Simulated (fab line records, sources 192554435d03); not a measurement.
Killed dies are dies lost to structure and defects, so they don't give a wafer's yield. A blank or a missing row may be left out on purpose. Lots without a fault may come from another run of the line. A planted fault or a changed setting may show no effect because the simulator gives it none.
fab line records | flow n5_finfet
record lots=5 wafers=15 last_day=17
route steps=1938 shown BEOL_M12@1611
lots that met no fault: from a run of the same line without faults
start_h: hours from the record's first day to the start of the lot's first wafer shown | wait_h: hours since the lot's step before | " the same as in the row above | L1.1+2: a row that stands for several wafers | - no value, or no start given | * or withheld: withheld | < > ~ a bound
route shown NAME@n: a module of which the file shows steps, and the number in the route of the first | usual: mean/standard deviation of fault-free wafers | same: alike in all rows | chamber/n: place in a boat | sites: the reading at each site | _std_site: their standard deviation | _edge_site: outer sites' mean less inner sites' | radius_mm: how far each site lies from the wafer's centre | mask NAME#n: copy n | behind: the tool/chamber that last shaped the wafer | hold: why the lot was held/for how many hours/how that ended | device: the transistor (n, p or np) that didn't switch | end of line: the same wafers' tests at the end of the route | a step without rows: its recipe alone | killed: dies lost to structure and defects at the first sort, not the wafer's yield | map: a wafer's dies, x killed, . not, _ none there
set.NAME: the setting as run; set.NAME@STEP: as run at that earlier step | model.NAME: the simulator's own value behind a step, which no gauge read
lots at some steps of the route; a table a step, a row a wafer
services: from which hour (start_h, from the record's first day; less than 0 if before it) a tool's chamber was out of use, for how many hours, and why
## steps
# step N5_BEOL_M12_HARDBAKE_14
# recipe temp_c=130 time_s=120
# usual resist_line_temp_C=23.01/0.11
# columns lot.wafer tool chamber start_h wait_h resist_line_temp_C
L075.2 litho_track-02 0 - - 22.97
L075.3 " 0 " " 22.88
L075.6 " 0 " " 23.03
L077.3 litho_track-03 0 - - 23.10
L077.5 " 0 " " 23.02
L077.6 " 0 " " 23.19
L086.3 litho_track-03 0 - - 23.02
L086.4 " 0 " " 23.09
L086.6 " 0 " " 23.21
L090.3 litho_track-04 0 - - 23.20
L090.4 " 0 " " 23.11
L090.5 " 0 " " 22.99
L093.2 litho_track-03 0 - - 23.03
L093.5 " 0 " " 22.95
L093.6 " 0 " " 23.12
# step N5_BEOL_M12_CD_MEAS_10
# recipe target_cd_nm=140 landing_energy_ev=500 detector=se_inlens polarity=opening
# usual cd_nm=140.3/1.6
# columns lot.wafer tool chamber start_h wait_h cd_nm
L075.2 cd_sem-03 0 235.72 - 138.3
L075.3 " 0 " " 138.8
L075.6 " 0 " " 141.4
L077.3 cd_sem-02 0 256.34 - 140.6
L077.5 " 0 " " 138.7
L077.6 " 0 " " 139.0
L086.3 cd_sem-01 0 307.57 - 140.2
L086.4 " 0 " " 140.8
L086.6 " 0 " " 140.6
L090.3 cd_sem-02 0 331.28 - 141.0
L090.4 " 0 " " 139.6
L090.5 " 0 " " 139.3
L093.2 cd_sem-03 0 355.80 - 139.2
L093.5 " 0 " " 142.5
L093.6 " 0 " " 142.1
# step N5_BEOL_M12_OVL_MEAS_11
# recipe points_per_wafer=44
# usual V11_OVL=-4/5
# columns lot.wafer tool chamber start_h wait_h V11_OVL[nm]
L075.2 overlay-02 0 235.75 0.0 0
L075.3 " 0 " " -10
L075.6 " 0 " " 3
L077.3 overlay-02 0 256.37 0.0 -5
L077.5 " 0 " " 5
L077.6 " 0 " " 2
L086.3 overlay-02 0 307.60 0.0 -9
L086.4 " 0 " " 1
L086.6 " 0 " " -1
L090.3 overlay-01 0 331.31 0.0 -12
L090.4 " 0 " " -5
L090.5 " 0 " " -12
L093.2 overlay-02 0 355.83 0.0 0
L093.5 " 0 " " -13
L093.6 " 0 " " -13
# step N5_BEOL_M12_INSPECT_12
# recipe mode=adi inspect_instrument=macro
# usual raw_defect_count=2.0/1.3
# columns lot.wafer tool chamber start_h wait_h raw_defect_count
L075.2 defect_inspect-01 - 235.77 0.0 4
L075.3 " - " " 3
L075.6 " - " " 3
L077.3 defect_inspect-02 - 256.40 0.0 3
L077.5 " - " " 1
L077.6 " - " " 1
L086.3 defect_inspect-02 - 307.63 0.0 4
L086.4 " - " " 0
L086.6 " - " " 3
L090.3 defect_inspect-01 - 331.33 0.0 2
L090.4 " - " " 3
L090.5 " - " " 2
L093.2 defect_inspect-02 - 355.86 0.0 3
L093.5 " - " " 2
L093.6 " - " " 4
# step N5_BEOL_M12_DESCUM_15
# recipe chemistry=O2 time_s=7.9 source_power_w=50 bias_power_w=20 pressure_mtorr=20 rf_frequency_hz=2.712e+07 temp_c=40 o2_flow_sccm=225
# usual bias_power_w=19.99/0.068 chamber_pressure_mTorr=20.000/0.017 drypump_motor_current_A=5.7/0.48 o2_flow_sccm=225.0/0.64 oes_product_au=0.81/0.099 rf_vpp_V=243.5/1.8 showerhead_plenum_p_Torr=2.11/0.11 throttle_valve_pct=20.38/0.25
# columns lot.wafer tool chamber start_h wait_h bias_power_w chamber_pressure_mTorr drypump_motor_current_A o2_flow_sccm oes_product_au rf_hours_counter_h rf_vpp_V showerhead_plenum_p_Torr throttle_valve_pct
L075.2 rie_diel-01 0 235.83 0.1 20.02 19.972 5.5 225.4 0.78 101 243.1 2.12 20.34
L075.3 " 1 " " 19.91 20.006 6.1 225.3 0.70 215 243.1 2.05 20.50
L075.6 " 3 " " 19.99 20.011 5.3 225.0 0.70 - 243.1 2.06 20.39
L077.3 rie_diel-01 0 256.44 0.0 20.02 20.009 5.5 225.2 0.77 111 241.4 2.11 20.33
L077.5 " 0 " " 19.96 20.031 5.4 224.9 0.78 - 244.5 2.11 20.33
L077.6 " 3 " " 19.94 19.978 5.3 225.1 0.70 - 241.5 2.05 20.42
L086.3 rie_diel-01 2 307.66 0.0 20.01 19.986 6.3 224.6 0.90 20 245.2 2.13 19.99
L086.4 " 0 " " 19.98 19.993 5.5 224.9 0.74 132 241.2 2.11 20.37
L086.6 " 2 " " 19.94 20.012 6.3 224.5 0.90 - 244.2 2.13 19.99
L090.3 rie_diel-01 2 331.68 0.3 19.88 19.994 6.3 225.7 0.88 - 244.6 2.12 20.00
L090.4 " 0 " " 20.05 20.001 5.5 223.8 0.74 - 243.4 2.10 20.38
L090.5 " 2 " " 19.90 20.010 6.3 224.4 0.88 - 245.7 2.12 19.98
L093.2 rie_diel-06 1 355.89 0.0 20.06 20.020 5.7 224.8 0.85 45 242.5 2.03 20.29
L093.5 " 2 " " 19.95 20.004 5.6 224.2 0.93 - 245.2 2.24 20.12
L093.6 " 3 " " 20.04 20.015 5.8 225.1 0.74 - 244.8 2.17 20.61
# step N5_BEOL_M12_ETCH_59
# recipe chemistry=N2/H2 target=BARC target_depth_a=890 overetch_a=267 time_s=67.9 ion_energy_ev=200 pressure_mtorr=30 source_w=840 bias_w=150 n2_flow_sccm=200 h2_flow_sccm=200
# usual chamber_pressure_mTorr=30.000/0.029 drypump_motor_current_A=5.7/0.48 h2_flow_sccm=200.0/0.62 oes_product_au=0.69/0.078 rf_vpp_V=525/3.3 showerhead_plenum_p_Torr=2.57/0.12 throttle_valve_pct=17.9/0.31
# columns lot.wafer tool chamber start_h wait_h chamber_pressure_mTorr drypump_motor_current_A h2_flow_sccm oes_product_au rf_hours_counter_h rf_vpp_V showerhead_plenum_p_Torr throttle_valve_pct
L075.2 rie_diel-01 0 235.87 0.0 29.984 5.5 199.7 0.66 101 525 2.56 17.7
L075.3 " 1 " " 29.987 6.1 199.4 0.61 215 523 2.53 18.2
L075.6 " 3 " " 29.946 5.3 200.4 0.61 - 523 2.52 17.9
L077.3 rie_diel-01 0 256.47 0.0 30.012 5.5 199.8 0.66 111 525 2.56 17.7
L077.5 " 0 " " 29.994 5.5 199.8 0.66 - 524 2.56 17.7
L077.6 " 3 " " 29.972 5.3 201.1 0.60 - 523 2.52 18.0
L086.3 rie_diel-01 2 307.69 0.0 30.023 6.4 200.1 0.77 20 527 2.59 17.4
L086.4 " 0 " " 29.969 5.5 199.6 0.64 132 525 2.55 17.7
L086.6 " 2 " " 30.050 6.4 200.4 0.77 - 525 2.59 17.4
L090.3 rie_diel-01 2 331.74 0.0 29.965 6.4 200.4 0.76 - 526 2.59 17.4
L090.4 " 0 " " 30.017 5.5 199.7 0.64 - 524 2.54 17.8
L090.5 " 2 " " 29.979 6.4 200.1 0.76 - 525 2.59 17.4
L093.2 rie_diel-06 1 355.92 0.0 29.984 5.8 199.9 0.72 45 523 2.50 18.0
L093.5 " 2 " " 29.984 5.6 199.6 0.80 - 529 2.71 17.6
L093.6 " 3 " " 29.960 5.7 199.4 0.64 - 526 2.61 17.8
# step N5_BEOL_M12_VIA_ETCH_16
# recipe chemistry=C4F8/O2/Ar target=SiOC pressure_mtorr=30 source_w=3000 bias_w=700 Ar_flow_sccm=400 C4F8_flow_sccm=15 O2_flow_sccm=8 he_inner_torr=15 he_outer_torr=30 target_depth_a=7248 time_s=withheld ion_energy_ev=250 ends=cleared
# usual chamber_pressure_mTorr=30.003/0.025 drypump_motor_current_A=5.7/0.48 oes_product_au=0.73/0.088 rf_vpp_V=666/4.2 showerhead_plenum_p_Torr=3.45/0.15 throttle_valve_pct=24.20/0.24
# columns lot.wafer tool chamber start_h wait_h chamber_pressure_mTorr drypump_motor_current_A oes_product_au rf_vpp_V showerhead_plenum_p_Torr throttle_valve_pct
L075.2 rie_diel-01 0 235.92 0.0 29.974 5.4 0.72 666 3.44 24.02
L075.3 " 1 " " 29.965 6.1 0.63 665 3.37 24.37
L075.6 " 3 " " 30.019 5.3 0.64 664 3.38 24.20
L077.3 rie_diel-01 0 256.53 0.0 30.021 5.5 0.69 667 3.43 24.01
L077.5 " 0 " " 30.005 5.5 0.69 666 3.43 24.02
L077.6 " 3 " " 29.977 5.3 0.62 664 3.38 24.20
L086.3 rie_diel-01 2 307.74 0.0 29.997 6.4 0.83 668 3.48 23.80
L086.4 " 0 " " 30.006 5.5 0.67 666 3.42 24.05
L086.6 " 2 " " 30.008 6.4 0.82 667 3.48 23.80
L090.3 rie_diel-01 2 331.88 0.1 30.035 6.3 0.81 669 3.47 23.79
L090.4 " 0 " " 29.971 5.5 0.66 666 3.42 24.05
L090.5 " 2 " " 30.008 6.4 0.80 667 3.47 23.81
L093.2 rie_diel-06 1 355.98 0.0 30.007 5.7 0.77 664 3.36 24.30
L093.5 " 2 " " 29.998 5.6 0.85 672 3.60 23.77
L093.6 " 3 " " 30.008 5.7 0.68 669 3.53 24.32
# step N5_BEOL_M12_STRIP_63
# recipe chemistry=N2/H2 power_w=1000 temp_c=250 h2_frac=0.65 overash_fraction=0.3 pressure_mtorr=1000 n2_flow_sccm=1750 h2_flow_sccm=3250
# usual chamber_pressure_mTorr=1000.1/0.86 drypump_motor_current_A=5.6/0.32 h2_flow_sccm=3250/9.2 heater_power_w=353/39 oes_product_au=0.693/0.0047 strip_time_to_endpoint_s=42.4/0.86
# columns lot.wafer tool chamber start_h wait_h chamber_pressure_mTorr drypump_motor_current_A h2_flow_sccm heater_power_w oes_product_au rf_hours_counter_h strip_time_to_endpoint_s
L075.2 plasma_asher-01 1 236.12 - 999.8 6.0 3263 340 0.697 114 43.1
L075.3 " 0 " " 999.6 5.2 3244 415 0.697 - 43.7
L075.6 " 0 " " 1000.5 5.2 3250 404 0.686 - 41.5
L077.3 plasma_asher-01 1 256.75 - 1000.3 6.0 3256 338 0.696 - 43.2
L077.5 " 1 " " 1000.5 6.0 3254 332 0.700 - 42.6
L077.6 " 0 " " 1000.5 5.2 3258 417 0.693 - 41.2
L086.3 plasma_asher-02 1 307.96 - 1000.3 5.9 3250 343 0.695 - 41.5
L086.4 " 0 " " 1000.8 5.4 3251 303 0.688 - 42.2
L086.6 " 0 " " 999.0 5.4 3246 309 0.699 - 41.6
L090.3 plasma_asher-02 1 332.10 - 997.8 5.9 3247 343 0.695 - 42.3
L090.4 " 0 " " 999.7 5.4 3250 302 0.688 - 42.6
L090.5 " 0 " " 1000.4 5.4 3256 312 0.699 - 41.2
L093.2 plasma_asher-01 0 356.18 - 1001.1 5.2 3263 407 0.696 138 42.3
L093.5 " 1 " " 999.9 5.9 3232 333 0.699 - 42.4
L093.6 " 0 " " 1001.2 5.2 3268 403 0.693 - 42.9
# step N5_BEOL_M12_STRIP_64
# recipe chemistry=N2/H2 power_w=1000 temp_c=250 h2_frac=0.65 overash_fraction=0.3 pressure_mtorr=withheld n2_flow_sccm=1750 h2_flow_sccm=3250
# usual drypump_motor_current_A=5.6/0.32 h2_flow_sccm=3250/11 heater_power_w=354/40 oes_product_au=0.715/0.0043 strip_time_to_endpoint_s=31.31/0.087
# columns lot.wafer tool chamber start_h wait_h drypump_motor_current_A h2_flow_sccm heater_power_w oes_product_au rf_hours_counter_h strip_time_to_endpoint_s
L075.2 plasma_asher-01 1 236.18 0.0 6.0 3226 339 0.707 114 31.29
L075.3 " 0 " " 5.2 3230 413 0.711 - 31.33
L075.6 " 0 " " 5.2 3252 413 0.718 - 31.32
L077.3 plasma_asher-01 1 256.81 0.0 6.0 3256 329 0.723 - 31.38
L077.5 " 1 " " 6.0 3253 331 0.709 - 31.44
L077.6 " 0 " " 5.2 3264 420 0.725 - 31.40
L086.3 plasma_asher-02 1 308.02 0.0 5.9 3257 345 0.716 - 31.27
L086.4 " 0 " " 5.4 3253 297 0.722 - 31.21
L086.6 " 0 " " 5.4 3248 302 0.708 - 31.21
L090.3 plasma_asher-02 1 332.16 0.0 5.9 3235 353 0.714 - 31.40
L090.4 " 0 " " 5.4 3241 304 0.717 - 31.34
L090.5 " 0 " " 5.4 3232 307 0.713 - 31.32
L093.2 plasma_asher-01 0 356.24 0.0 5.2 3260 414 0.720 138 31.41
L093.5 " 1 " " 6.0 3262 333 0.709 - 31.43
L093.6 " 0 " " 5.2 3261 418 0.716 - 31.42
# step N5_BEOL_M12_STRIP_71
# recipe chemistry=post_etch_residue_remover time_s=60 temp_c=25 remover_ph=withheld remover_water_wt_pct=withheld remover_fluoride_wt_pct=withheld
# columns lot.wafer tool chamber start_h wait_h
L075.2+3+6 wet_bench-01 6,2,3 236.38 0.2
L077.3+5+6 wet_bench-01 1,2,5 256.87 0.0
L086.3+4+6 wet_bench-06 5,0,7 308.09 0.0
L090.3+4+5 wet_bench-04 0,1,7 332.23 0.0
L093.2+5+6 wet_bench-01 2,5,1 356.33 0.1
# step N5_BEOL_M12_SRD_72
# recipe time_s=30 temp_c=23 rinse_liquid=diw dry=n2_spin spin_rpm=1500 dry_time_s=30
# columns lot.wafer tool chamber start_h wait_h
L075.2+3+6 wet_bench-01 6,2,3 236.40 0.0
L077.3+5+6 wet_bench-01 1,2,5 256.89 0.0
L086.3+4+6 wet_bench-06 5,0,7 308.11 0.0
L090.3+4+5 wet_bench-04 0,1,7 332.25 0.0
L093.2+5+6 wet_bench-01 2,5,1 356.35 0.0
# step N5_BEOL_M12_CD_MEAS_17
# recipe target_cd_nm=140 polarity=opening
# usual cd_nm=140.6/1.8
# columns lot.wafer tool chamber start_h wait_h cd_nm
L075.2 cd_sem-02 - 236.45 0.0 138.0
L075.3 " - " " 137.7
L075.6 " - " " 141.0
L077.3 cd_sem-01 - 256.94 0.0 142.1
L077.5 " - " " 140.1
L077.6 " - " " 139.0
L086.3 cd_sem-03 - 308.16 0.0 140.4
L086.4 " - " " 142.1
L086.6 " - " " 140.2
L090.3 cd_sem-01 - 332.29 0.0 139.9
L090.4 " - " " 139.8
L090.5 " - " " 138.6
L093.2 cd_sem-03 - 356.39 0.0 139.9
L093.5 " - " " 143.0
L093.6 " - " " 142.5
# step N5_BEOL_M12_COAT_65
# recipe resist=SOC temp_c=250 time_s=60 spin_rpm=1500 resist_thk_nm=300
# usual resist_line_temp_C=22.99/0.11
# columns lot.wafer tool chamber start_h wait_h resist_line_temp_C
L075.2 litho_track-03 0 236.48 0.0 23.02
L075.3 " 0 " " 22.98
L075.6 " 0 " " 23.16
L077.3 litho_track-04 0 256.97 0.0 22.85
L077.5 " 0 " " 22.85
L077.6 " 0 " " 22.88
L086.3 litho_track-04 0 308.19 0.0 22.88
L086.4 " 0 " " 22.92
L086.6 " 0 " " 22.81
L090.3 litho_track-03 0 332.32 0.0 22.84
L090.4 " 0 " " 22.96
L090.5 " 0 " " 23.08
L093.2 litho_track-03 0 356.43 0.0 22.99
L093.5 " 0 " " 22.91
L093.6 " 0 " " 22.95
# step N5_BEOL_M12_COAT_66
# recipe resist=SiARC temp_c=220 time_s=60 spin_rpm=1500 resist_thk_nm=110
# usual resist_line_temp_C=23.00/0.09
# columns lot.wafer tool chamber start_h wait_h resist_line_temp_C
L075.2 litho_track-03 0 - - 22.97
L075.3 " 0 " " 23.07
L075.6 " 0 " " 23.12
L077.3 litho_track-04 0 - - 23.00
L077.5 " 0 " " 23.04
L077.6 " 0 " " 22.98
L086.3 litho_track-04 0 - - 23.01
L086.4 " 0 " " 23.07
L086.6 " 0 " " 22.99
L090.3 litho_track-03 0 - - 22.96
L090.4 " 0 " " 22.87
L090.5 " 0 " " 22.76
L093.2 litho_track-03 0 - - 23.00
L093.5 " 0 " " 23.10
L093.6 " 0 " " 22.89
# step N5_BEOL_M12_COAT_22
# recipe spin_rpm=2888 resist_thk_nm=300
# usual resist_line_temp_C=23.01/0.1
# columns lot.wafer tool chamber start_h wait_h resist_line_temp_C
L075.2 litho_track-03 0 - - 23.16
L075.3 " 0 " " 23.13
L075.6 " 0 " " 23.22
L077.3 litho_track-04 0 - - 22.95
L077.5 " 0 " " 22.80
L077.6 " 0 " " 23.05
L086.3 litho_track-04 0 - - 22.89
L086.4 " 0 " " 22.97
L086.6 " 0 " " 22.82
L090.3 litho_track-03 0 - - 22.80
L090.4 " 0 " " 23.11
L090.5 " 0 " " 23.00
L093.2 litho_track-03 0 - - 22.85
L093.5 " 0 " " 22.85
L093.6 " 0 " " 22.95
# step N5_BEOL_M12_EBR_24
# recipe solvent=PGMEA ebr_width_mm=1.5
# usual resist_line_temp_C=23.01/0.1
# columns lot.wafer tool chamber start_h wait_h resist_line_temp_C
L075.2 litho_track-03 0 - - 23.11
L075.3 " 0 " " 23.22
L075.6 " 0 " " 23.10
L077.3 litho_track-04 0 - - 22.83
L077.5 " 0 " " 22.69
L077.6 " 0 " " 22.98
L086.3 litho_track-04 0 - - 22.98
L086.4 " 0 " " 23.05
L086.6 " 0 " " 22.99
L090.3 litho_track-03 0 - - 23.12
L090.4 " 0 " " 22.97
L090.5 " 0 " " 23.08
L093.2 litho_track-03 0 - - 22.93
L093.5 " 0 " " 22.94
L093.6 " 0 " " 22.90
# step N5_BEOL_M12_SOFTBAKE_23
# recipe temp_c=130 time_s=60
# usual resist_line_temp_C=23.01/0.11
# columns lot.wafer tool chamber start_h wait_h resist_line_temp_C
L075.2 litho_track-03 0 - - 22.86
L075.3 " 0 " " 22.89
L075.6 " 0 " " 23.08
L077.3 litho_track-04 0 - - 22.94
L077.5 " 0 " " 23.00
L077.6 " 0 " " 23.09
L086.3 litho_track-04 0 - - 23.04
L086.4 " 0 " " 22.94
L086.6 " 0 " " 23.00
L090.3 litho_track-03 0 - - 23.11
L090.4 " 0 " " 23.30
L090.5 " 0 " " 23.21
L093.2 litho_track-03 0 - - 22.88
L093.5 " 0 " " 23.14
L093.6 " 0 " " 23.11
# step N5_BEOL_M12_EXPOSE_25
# recipe mask_id=M12 na=0.93 source_shape=conventional sigma_outer=0.4 polarization=unpolarized dose_mj=21.8
# columns lot.wafer tool chamber start_h wait_h mask
L075.2+3+6 krf_scanner-02 0 236.77 - M12#0
L077.3+5+6 krf_scanner-02 0 257.10 - M12#0
L086.3+4+6 krf_scanner-02 0 308.45 - M12#0
L090.3+4+5 krf_scanner-02 0 332.45 - M12#0
L093.2+5+6 krf_scanner-01 0 356.55 - M12#0
# step N5_BEOL_M12_PEB_26
# recipe peb_temp_c=130 peb_time_s=90
# usual resist_line_temp_C=22.99/0.099
# columns lot.wafer tool chamber start_h wait_h resist_line_temp_C
L075.2 litho_track-03 0 236.82 0.0 23.05
L075.3 " 0 " " 23.04
L075.6 " 0 " " 23.03
L077.3 litho_track-04 0 257.14 0.0 22.95
L077.5 " 0 " " 22.99
L077.6 " 0 " " 22.89
L086.3 litho_track-04 0 308.50 0.0 22.97
L086.4 " 0 " " 23.05
L086.6 " 0 " " 23.11
L090.3 litho_track-03 0 332.50 0.0 22.89
L090.4 " 0 " " 23.01
L090.5 " 0 " " 23.00
L093.2 litho_track-02 0 356.60 0.0 22.90
L093.5 " 0 " " 23.07
L093.6 " 0 " " 23.08
# step N5_BEOL_M12_DEVELOP_27
# recipe develop_time_s=45 rinse_liquid=diw dry=air_spin dev_temp_c=21
# usual developer_temp_C=21.02/0.11 resist_line_temp_C=23.01/0.095
# columns lot.wafer tool chamber start_h wait_h developer_temp_C resist_line_temp_C
L075.2 litho_track-03 0 - - 20.91 23.02
L075.3 " 0 " " 20.86 22.94
L075.6 " 0 " " 21.00 23.01
L077.3 litho_track-04 0 - - 21.24 23.05
L077.5 " 0 " " 21.10 22.95
L077.6 " 0 " " 21.14 22.85
L086.3 litho_track-04 0 - - 21.02 22.98
L086.4 " 0 " " 20.81 23.14
L086.6 " 0 " " 21.05 23.05
L090.3 litho_track-03 0 - - 21.06 22.94
L090.4 " 0 " " 21.06 22.92
L090.5 " 0 " " 21.11 22.94
L093.2 litho_track-02 0 - - 20.81 23.08
L093.5 " 0 " " 21.02 22.93
L093.6 " 0 " " 21.04 22.91
# step N5_BEOL_M12_HARDBAKE_32
# recipe temp_c=130 time_s=120
# usual resist_line_temp_C=23.01/0.1
# columns lot.wafer tool chamber start_h wait_h resist_line_temp_C
L075.2 litho_track-03 0 - - 22.98
L075.3 " 0 " " 22.94
L075.6 " 0 " " 23.00
L077.3 litho_track-04 0 - - 23.16
L077.5 " 0 " " 22.94
L077.6 " 0 " " 23.17
L086.3 litho_track-04 0 - - 23.13
L086.4 " 0 " " 23.05
L086.6 " 0 " " 23.12
L090.3 litho_track-03 0 - - 23.10
L090.4 " 0 " " 23.15
L090.5 " 0 " " 23.09
L093.2 litho_track-02 0 - - 22.92
L093.5 " 0 " " 22.92
L093.6 " 0 " " 22.92
# step N5_BEOL_M12_CD_MEAS_28
# recipe target_cd_nm=160.2 landing_energy_ev=500 detector=se_inlens polarity=opening
# usual cd_nm=160.0/1.4
# columns lot.wafer tool chamber start_h wait_h cd_nm
L075.2 cd_sem-01 0 236.93 - 161.5
L075.3 " 0 " " 159.2
L075.6 " 0 " " 159.3
L077.3 cd_sem-01 0 257.26 - 159.9
L077.5 " 0 " " 160.5
L077.6 " 0 " " 159.5
L086.3 cd_sem-01 0 308.61 - 160.3
L086.4 " 0 " " 157.5
L086.6 " 0 " " 158.5
L090.3 cd_sem-01 0 332.62 - 160.2
L090.4 " 0 " " 158.0
L090.5 " 0 " " 160.0
L093.2 cd_sem-03 0 356.72 - 161.2
L093.5 " 0 " " 160.2
L093.6 " 0 " " 161.2
# step N5_BEOL_M12_OVL_MEAS_29
# recipe points_per_wafer=44
# usual M12_OVL=-1/4.3
# columns lot.wafer tool chamber start_h wait_h M12_OVL[nm]
L075.2 overlay-02 0 236.96 0.0 1
L075.3 " 0 " " -6
L075.6 " 0 " " 5
L077.3 overlay-02 0 257.29 0.0 -9
L077.5 " 0 " " -2
L077.6 " 0 " " -6
L086.3 overlay-01 0 308.64 0.0 0
L086.4 " 0 " " -3
L086.6 " 0 " " 3
L090.3 overlay-02 0 332.64 0.0 -3
L090.4 " 0 " " -4
L090.5 " 0 " " -2
L093.2 overlay-01 0 356.75 0.0 5
L093.5 " 0 " " 3
L093.6 " 0 " " -3
# step N5_BEOL_M12_INSPECT_30
# recipe mode=adi inspect_instrument=macro
# usual raw_defect_count=2.3/1.5
# columns lot.wafer tool chamber start_h wait_h raw_defect_count
L075.2 defect_inspect-02 - 236.99 0.0 2
L075.3 " - " " 1
L075.6 " - " " 2
L077.3 defect_inspect-02 - 257.31 0.0 2
L077.5 " - " " 0
L077.6 " - " " 2
L086.3 defect_inspect-01 - 308.67 0.0 5
L086.4 " - " " 3
L086.6 " - " " 2
L090.3 defect_inspect-01 - 332.67 0.0 2
L090.4 " - " " 0
L090.5 " - " " 2
L093.2 defect_inspect-01 - 356.77 0.0 3
L093.5 " - " " 1
L093.6 " - " " 3
# step N5_BEOL_M12_DESCUM_33
# recipe chemistry=O2 time_s=7.9 source_power_w=50 bias_power_w=20 pressure_mtorr=20 rf_frequency_hz=2.712e+07 temp_c=40 o2_flow_sccm=225
# usual bias_power_w=20.00/0.066 chamber_pressure_mTorr=19.999/0.018 drypump_motor_current_A=5.7/0.47 o2_flow_sccm=225.0/0.71 oes_product_au=0.81/0.1 rf_vpp_V=243.2/2 showerhead_plenum_p_Torr=2.10/0.11 throttle_valve_pct=20.39/0.24
# columns lot.wafer tool chamber start_h wait_h bias_power_w chamber_pressure_mTorr drypump_motor_current_A o2_flow_sccm oes_product_au rf_hours_counter_h rf_vpp_V showerhead_plenum_p_Torr throttle_valve_pct
L075.2 rie_diel-01 0 237.05 0.1 20.00 20.005 5.4 224.9 0.79 101 243.6 2.12 20.32
L075.3 " 1 " " 19.93 19.978 6.1 224.5 0.70 215 243.2 2.05 20.50
L075.6 " 1 " " 19.96 19.998 6.1 224.6 0.70 - 243.0 2.05 20.50
L077.3 rie_diel-01 0 257.35 0.0 20.01 19.991 5.4 224.1 0.77 112 243.5 2.11 20.34
L077.5 " 3 " " 19.92 19.981 5.3 226.6 0.69 - 244.0 2.05 20.43
L077.6 " 1 " " 20.09 20.009 6.1 225.9 0.68 - 243.8 2.04 20.53
L086.3 rie_diel-05 2 308.94 0.3 19.89 19.974 5.4 224.8 0.89 30 245.4 2.23 20.08
L086.4 " 0 " " 20.00 19.996 5.3 224.2 0.71 - 239.4 1.89 20.62
L086.6 " 1 " " 19.91 19.992 6.6 224.7 0.89 - 245.9 2.23 20.64
L090.3 rie_diel-05 2 332.71 0.0 19.93 19.962 5.4 224.8 0.88 40 244.0 2.22 20.11
L090.4 " 1 " " 20.07 20.008 6.6 225.3 0.87 67 245.6 2.23 20.66
L090.5 " 2 " " 19.96 19.981 5.4 224.6 0.89 - 245.2 2.22 20.10
L093.2 rie_diel-01 2 356.81 0.0 19.96 19.991 6.4 224.4 0.88 38 245.1 2.12 20.03
L093.5 " 0 " " 20.07 19.982 5.4 224.2 0.72 - 243.3 2.10 20.38
L093.6 " 1 " " 19.97 19.991 6.1 225.4 0.95 - 244.5 2.03 20.26
# step N5_BEOL_M12_ETCH_67
# recipe chemistry=CF4 target=SiARC target_depth_a=1430 time_s=238.3 ion_energy_ev=80 pressure_mtorr=40 source_w=545 bias_w=36 Ar_flow_sccm=100 cf4_flow_sccm=100 ends=cleared
# usual chamber_pressure_mTorr=40.00/0.036 drypump_motor_current_A=5.7/0.47 etch_rf_on_time_s=239/5.6 oes_product_au=0.69/0.086 rf_vpp_V=184.2/1.3 showerhead_plenum_p_Torr=2.15/0.098 throttle_valve_pct=15.60/0.25
# columns lot.wafer tool chamber start_h wait_h chamber_pressure_mTorr drypump_motor_current_A etch_rf_on_time_s oes_product_au rf_hours_counter_h rf_vpp_V showerhead_plenum_p_Torr throttle_valve_pct
L075.2 rie_diel-01 0 237.08 0.0 39.96 5.4 240 0.65 102 183.2 2.15 15.39
L075.3 " 1 " " 39.98 6.1 245 0.59 215 183.9 2.13 15.97
L075.6 " 1 " " 40.00 6.1 245 0.60 - 183.7 2.13 15.97
L077.3 rie_diel-01 0 257.38 0.0 40.03 5.5 242 0.65 112 184.2 2.15 15.41
L077.5 " 3 " " 40.01 5.3 238 0.60 - 183.3 2.11 15.71
L077.6 " 1 " " 40.01 6.1 246 0.59 - 183.9 2.12 15.99
L086.3 rie_diel-05 2 308.97 0.0 40.00 5.5 236 0.76 30 185.9 2.27 15.28
L086.4 " 0 " " 39.98 5.3 241 0.61 - 182.5 1.96 15.92
L086.6 " 1 " " 39.99 6.6 228 0.77 - 186.9 2.27 15.72
L090.3 rie_diel-05 2 332.74 0.0 39.95 5.4 238 0.74 40 183.8 2.27 15.30
L090.4 " 1 " " 40.00 6.6 232 0.74 67 185.3 2.27 15.75
L090.5 " 2 " " 40.07 5.4 238 0.74 - 185.8 2.27 15.30
L093.2 rie_diel-01 2 356.84 0.0 39.99 6.4 231 0.75 38 185.2 2.17 15.25
L093.5 " 0 " " 40.00 5.4 244 0.62 - 183.2 2.13 15.51
L093.6 " 1 " " 40.04 6.1 239 0.80 - 184.3 2.11 15.59
## services
# columns tool chamber start_h hours kind
rie_diel-05 1 221.26 6.6 repair
plasma_asher-01 - 230.13 5.1 repair
rie_diel-01 2 235.67 - clean
rie_diel-01 2 235.67 - consumable_replace:focus_ring
rie_diel-01 2 235.67 13.8 scheduled_down
rie_diel-01 2 235.67 13.8 vent_cycle
rie_diel-01 2 252.91 7.8 repair
krf_scanner-02 - 259.70 1.0 pm
rie_diel-01 3 260.69 - clean
rie_diel-01 3 260.69 - consumable_replace:focus_ring
rie_diel-01 3 260.69 22.1 scheduled_down
rie_diel-01 3 260.69 22.1 vent_cycle
krf_scanner-01 - 266.79 1.0 pm
krf_scanner-02 - 269.97 7.2 pm
krf_scanner-02 - 293.83 0.8 pm
krf_scanner-02 - 295.49 3.6 pm
rie_diel-06 3 309.61 11.3 repair
krf_scanner-01 - 317.95 0.8 pm
rie_diel-01 1 318.59 - clean
rie_diel-01 1 318.59 - consumable_replace:focus_ring
wet_bench-06 - 320.69 6.1 repair
rie_diel-01 3 331.39 3.3 repair
krf_scanner-02 - 349.64 1.3 pm
wet_bench-01 - 352.15 3.8 repair
## key
fault none
